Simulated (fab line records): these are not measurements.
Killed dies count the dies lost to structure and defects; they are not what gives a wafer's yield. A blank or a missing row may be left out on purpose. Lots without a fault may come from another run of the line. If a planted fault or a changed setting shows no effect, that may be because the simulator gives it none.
Struck lot and sound lot, side by side ; flow n5 finfet ; 15 steps out of a route of 1938
Sound: the wafers L986.4, L986.5, L986.6. Struck: wafer L975.2. (L975.6 of the same lot was not struck and is left out.) The cause comes at the end.
At each step with rows: each side's tool, then ch and its chambers, then its first start. Under that, the readings that differ: sound wafers ; struck wafers ; difference of the means ; sigmas: that difference in standard deviations of wafers without a fault.
alike: words and numbers the same on both sides, and readings whose means are apart by under 2 such deviations; not compared: readings that were withheld, readings missing a value for some wafer, numbers with overlapping values and no deviation given by the record, and bounds like >300 which may hide the same value.
The two part at a step that has a row with sigmas, a row that says differs or no value, or rows on one side only. When numbers do not overlap yet have no deviation, they are printed without sigmas and do not part them. A reading missing from all wafers of one side parts the sides only when that side holds two or more wafers.

first, 1 step without rows for these wafers: N5_FIN_SAQP_STRIP_53 (strips in N2/H2).
N5_FIN_SAQP_HM_OPEN_73: chemistry CHF3/O2, target SiO2, stops on a-Si, target depth 12 nm, time 16.8 s.
  sound on rie diel-06 ch 0,2,3, day 5 22:28; struck on rie diel-01 ch 3, day 3 03:45
reading;sound;struck;difference;sigmas
rf hours counter h (h);- - -;84;no value on the sound wafers;
  alike: drypump motor current A, oes_f_703_au, oes product au, rf vpp V, showerhead plenum p Torr, throttle valve pct
then, 1 step without rows for these wafers: N5_FIN_SAQP_STRIP_74 (strips in CHF3/O2).
N5_FIN_SAQP_MANDREL_ETCH_22: etches a-Si in HBr/Cl2, stops on SiNx, target depth 60 nm, bt time 10 s, time 30 s.
  sound on rie si-02 ch 0,1,3, day 5 22:32; struck on rie si-02 ch 3, day 3 03:50
  alike: drypump motor current A, oes product au, throttle valve pct
  not compared: rf hours counter h
N5_FIN_SAQP_STRIP_55: strips in N2/H2.
  sound on rie diel-02 ch 0,1,2, day 5 22:37; struck on rie diel-01 ch 2, day 3 03:56
reading;sound;struck;difference;sigmas
drypump motor current A (A);5.5 6.6 6.1;5.0;-1.1;-2
  alike: bias power w, oes product au, rf vpp V, showerhead plenum p Torr, throttle valve pct
  not compared: rf hours counter h
then, 4 steps without rows for these wafers: N5_FIN_SAQP_STRIP_23 (strips in SPM, time 750 s); N5_FIN_SAQP_SRD_66 (time 30 s); N5_FIN_SAQP_RECESS_75 (chemistry HF/NH3, target SiO2, target depth 14.4 nm, afs cycles 3, sublimation time 60 s); N5_FIN_SAQP_SPACER1_ALD_24 (deposits SiO2, target thk 20.3 nm, pulse time 1 s, purge time 2 s).
N5_FIN_SAQP_SPACER1_ETCHBACK_25: etches SiO2 in CHF3/O2, target depth 24.4 nm, time 12.2 s.
  sound on rie diel-06 ch 0,2,3, day 6 00:05; struck on rie diel-01 ch 2, day 3 05:21
reading;sound;struck;difference;sigmas
rf hours counter h (h);- - -;190;no value on the sound wafers;
  alike: drypump motor current A, oes_f_703_au, oes product au, rf vpp V, showerhead plenum p Torr, throttle valve pct
then, 1 step without rows for these wafers: N5_FIN_SAQP_MANDREL1_REMOVE_56 (chemistry HBr/Cl2/O2, target a-Si, stops on SiNx, bt time 10 s).
N5_FIN_SAQP_CD_MEAS_27: target cd 20 nm.
  sound on cd sem-02 ch 0, day 6 00:16; struck on cd sem-03 ch 0, day 3 05:33
  alike: cd nm
N5_FIN_SAQP_ETCH_57: etches SiNx in CH3F/O2, target depth 32.5 nm, time 46.4 s.
  sound on rie diel-02 ch 0,3, day 6 00:18; struck on rie diel-02 ch 3, day 3 05:36
reading;sound;struck;difference;sigmas
etch rf on time s (s);46.8 47.4 47.0;66.7;+19.6;+25
  alike: drypump motor current A, oes_f_703_au, oes product au, rf vpp V, showerhead plenum p Torr, throttle valve pct
  not compared: rf hours counter h
N5_FIN_SAQP_ETCH_65: etches SiO2 in CF4, target depth 4 nm, time 4.4 s.
  sound on rie si-04 ch 0,1,3, day 6 00:25; struck on rie si-06 ch 3, day 3 05:43
reading;sound;struck;difference;sigmas
drypump motor current A (A);5.6 6.2 5.4;4.7;-1.0;-2
  alike: oes product au, throttle valve pct
  not compared: rf hours counter h
-- the record jumps here: 7 days lie between the struck wafers' starts before and after (it left off in module FIN_SAQP and takes up again in module BEOL_M4, whose first step shown is number 1111 of the route) --
N5_BEOL_M4_RC_MEAS_101:
  sound on prober-02 ch 0, day 11 23:37; struck on prober-02 ch 0, day 9 18:59
reading;sound;struck;difference;sigmas
VT_P (mV);-255 -259 -255;-250;+6;+2
  alike: DIBL_N, DIBL_P, IOFF_N, IOFF_P, ION_N, ION_P, SS_N, SS_P, VT_N

WHERE THEY PART
Earliest at N5_FIN_SAQP_HM_OPEN_73; latest, in this record, at N5_BEOL_M4_RC_MEAS_101.

WHY: the cause the simulator had injected
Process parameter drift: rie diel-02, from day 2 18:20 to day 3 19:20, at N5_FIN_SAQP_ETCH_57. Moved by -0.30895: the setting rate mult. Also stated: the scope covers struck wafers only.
